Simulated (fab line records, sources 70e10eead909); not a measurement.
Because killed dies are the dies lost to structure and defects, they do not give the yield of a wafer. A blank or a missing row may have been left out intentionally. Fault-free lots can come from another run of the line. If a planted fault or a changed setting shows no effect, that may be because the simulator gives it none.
Chamber matching + flow nand-harc + NHARC_A_STAIRCASE_DESCUM_252 on rie-diel-01: 3 sister chambers
The step chemistry O2, time 3 s. 6 wafers are shown with their chamber, then 8 later ones without.

== WAFERS WITH THEIR CHAMBER ==
| wafer  | chamber | showerhead-plenum-p-Torr (Torr) | drypump-motor-current-A (A) |
|--------|---------|---------------------------------|-----------------------------|
| L082.3 | 2       | 2.05                            | 5.8                         |
| L082.6 | 2       | 2.05                            | 5.8                         |
| L083.1 | 3       | 1.81                            | 5.8                         |
| L083.4 | 1       | 1.91                            | 5.5                         |
| L083.6 | 3       | 1.81                            | 5.9                         |
| L087.2 | 1       | 1.90                            | 5.4                         |

== WAFERS WITH NO CHAMBER GIVEN ==
| wafer  | showerhead-plenum-p-Torr (Torr) | drypump-motor-current-A (A) |
|--------|---------------------------------|-----------------------------|
| L087.5 | 1.90                            | 5.5                         |
| L087.6 | 1.80                            | 5.9                         |
| L090.3 | 1.90                            | 5.4                         |
| L090.4 | 2.04                            | 5.7                         |
| L090.6 | 1.80                            | 5.8                         |
| L091.3 | 1.80                            | 5.8                         |
| L091.4 | 2.04                            | 5.7                         |
| L091.6 | 2.04                            | 5.7                         |

== THE CHAMBER EACH PASSED THROUGH ==
| wafer  | from the rows above | in truth |
|--------|---------------------|----------|
| L087.5 | 1                   | 1        |
| L087.6 | 3                   | 3        |
| L090.3 | 1                   | 1        |
| L090.4 | 2                   | 2        |
| L090.6 | 3                   | 3        |
| L091.3 | 3                   | 3        |
| L091.4 | 2                   | 2        |
| L091.6 | 2                   | 2        |
Placed correctly: 8 of 8. Not placeable from these rows: 0. 0 placed wrongly.
How it was worked out, from the rows above alone: a wafer's distance from a chamber is the root of the sum, over the readings, of the square of ((its reading less the chamber's mean) divided by the reading's scatter). If the next closest chamber is less than 2 further off than the closest, the wafer can't be placed; otherwise it belongs to the closest. Each chamber's mean is taken over the wafers shown for it. The scatter: take each reading less its chamber's mean, square it, sum over the shown wafers, divide by the number of wafers less the number of chambers, and take the root.
